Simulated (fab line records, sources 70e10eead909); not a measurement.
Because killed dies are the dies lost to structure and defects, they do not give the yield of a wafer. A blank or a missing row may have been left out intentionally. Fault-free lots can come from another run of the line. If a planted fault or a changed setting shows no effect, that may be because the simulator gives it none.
Chamber matching + flow nandHarc + NHARC_P_GATE_DESCUM_13 on rieDiel-08: 4 sister chambers
The step chemistry O2, time 3 s. 4 wafers are shown with their chamber, then 9 later ones without.

== WAFERS WITH THEIR CHAMBER ==
| wafer  | chamber | showerheadPlenumPTorr (Torr) |
|--------|---------|------------------------------|
| L091.1 | 3       | 1.90                         |
| L091.3 | 0       | 1.81                         |
| L092.2 | 1       | 1.81                         |
| L092.6 | 2       | 1.78                         |

== WAFERS WHOSE CHAMBER IS MISSING ==
| wafer  | showerheadPlenumPTorr (Torr) |
|--------|------------------------------|
| L095.4 | 1.80                         |
| L095.5 | 1.89                         |
| L095.6 | 1.78                         |
| L097.1 | 1.78                         |
| L097.2 | 1.89                         |
| L097.3 | 1.80                         |
| L097.4 | 1.80                         |
| L097.5 | 1.89                         |
| L097.6 | 1.80                         |

== THE CHAMBER EACH PASSED THROUGH ==
| wafer  | from the rows above          | in truth |
|--------|------------------------------|----------|
| L095.4 | can't be placed: 0 or 1 or 2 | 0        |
| L095.5 | 3                            | 3        |
| L095.6 | 2                            | 2        |
| L097.1 | 2                            | 2        |
| L097.2 | 3                            | 3        |
| L097.3 | can't be placed: 0 or 1 or 2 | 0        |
| L097.4 | can't be placed: 0 or 1 or 2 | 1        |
| L097.5 | 3                            | 3        |
| L097.6 | can't be placed: 0 or 1 or 2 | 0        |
Correctly placed: 5 of 9. Cannot be placed on the basis of these rows: 4; the candidates contain the true chamber in 4. Number placed wrongly: 0.
How it was worked out, from the rows above alone: a wafer's distance from a chamber is the root of the sum, over the readings, of the square of ((its reading less the chamber's mean) divided by the reading's scatter). The wafer belongs to the nearest chamber; if the next one is less than 2 further off, it can't be placed. Each chamber's mean is taken over the wafers shown for it. The scatter: with one shown wafer a chamber, the root of the mean of the squares of how far each hidden wafer lies from its nearest shown one.
